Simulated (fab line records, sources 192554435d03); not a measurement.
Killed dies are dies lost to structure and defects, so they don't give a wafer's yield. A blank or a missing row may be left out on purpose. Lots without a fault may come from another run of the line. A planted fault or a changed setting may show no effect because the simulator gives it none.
Chamber matching | flow n5_finfet | N5_BEOL_M5_CO_CAP_78 on cvd_co-01: 3 sister chambers
The step material Co, precursor CCTBA/H2, target thk 2 nm, time 102.1 s. 3 wafers are shown with their chamber, then 12 later ones without.

WAFERS WITH THEIR CHAMBER
wafer  | chamber | heater_power_outer_w (W)
L087.4 | 2       | 119
L091.3 | 0       | 126
L091.4 | 1       | 105

WAFERS WITHOUT THEIR CHAMBER
wafer  | heater_power_outer_w (W)
L093.1 | 122
L093.5 | 105
L093.6 | 126
L096.1 | 106
L096.3 | 124
L096.5 | 122
L094.2 | 122
L094.3 | 127
L094.5 | 108
L097.1 | 127
L097.4 | 120
L097.5 | 126

WHICH CHAMBER EACH WENT THROUGH
wafer  | from the rows above     | in truth
L093.1 | can't be placed: 2 or 0 | 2
L093.5 | 1                       | 1
L093.6 | 0                       | 0
L096.1 | 1                       | 1
L096.3 | can't be placed: 0 or 2 | 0
L096.5 | can't be placed: 2 or 0 | 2
L094.2 | can't be placed: 2 or 0 | 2
L094.3 | 0                       | 0
L094.5 | 1                       | 1
L097.1 | 0                       | 0
L097.4 | 2                       | 2
L097.5 | 0                       | 0
Placed correctly: 8 of 12. Can't be placed from these rows: 4 (the true chamber is among the candidates in 4). Placed wrongly: 0.
How it was worked out, from the rows above alone: a wafer's distance from a chamber is the root of the sum, over the readings, of the square of ((its reading less the chamber's mean) divided by the reading's scatter). The wafer belongs to the nearest chamber; if the next one is less than 2 further off, it can't be placed. A chamber's mean is the mean of its shown wafers. The scatter: with one shown wafer a chamber, the root of the mean of the squares of how far each hidden wafer lies from its nearest shown one.
